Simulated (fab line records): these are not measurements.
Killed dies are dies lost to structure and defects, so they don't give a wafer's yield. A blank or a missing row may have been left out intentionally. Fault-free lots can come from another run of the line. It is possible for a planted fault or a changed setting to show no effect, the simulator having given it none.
Chamber matching ; flow n5 finfet ; N5_PMOS_HMC_CHANNEL_EPI_HM_DEP_34 on pecvd-03: 3 sister chambers
The step deposits SiO2 from TEOS/O2, target thk 36 nm, time 6.9 s. 6 wafers are shown with their chamber, then 12 later ones without.

== WAFERS, EACH WITH ITS CHAMBER ==
wafer;chamber;throttle valve pct (%);showerhead plenum p Torr (Torr)
L086.5;0;18.7;8.34
L087.5;0;18.9;8.34
L090.5;2;19.8;8.30
L091.2;1;17.8;8.30
L091.3;2;19.7;8.29
L091.4;1;18.1;8.31

== WAFERS WITHOUT THEIR CHAMBER ==
wafer;throttle valve pct (%);showerhead plenum p Torr (Torr)
L093.2;19.2;8.34
L093.3;19.8;8.31
L093.4;17.9;8.30
L094.2;19.8;8.27
L094.4;19.7;8.32
L094.5;18.3;8.30
L095.1;19.7;8.29
L095.3;19.1;8.32
L095.6;19.5;8.29
L096.2;19.6;8.31
L096.4;19.2;8.35
L096.6;17.9;8.30

== CHAMBER TAKEN BY EACH ==
wafer;from the rows above;in truth
L093.2;0;0
L093.3;2;2
L093.4;1;1
L094.2;2;2
L094.4;2;2
L094.5;1;1
L095.1;2;2
L095.3;0;0
L095.6;2;2
L096.2;2;2
L096.4;0;0
L096.6;1;1
Correct placement for 12 of the 12. From these rows, 0 cannot be placed. Wrongly placed: 0.
How it was worked out, from the rows above alone: a wafer's distance from a chamber is the root of the sum, over the readings, of the square of ((its reading less the chamber's mean) divided by the reading's scatter). The wafer belongs to the nearest chamber; if the next one is less than 2 further off, it can't be placed. Each chamber's mean is taken over the wafers shown for it. The scatter: the root of (the sum of the squares of (reading less its chamber's mean) over the shown wafers, divided by (wafers less chambers)).
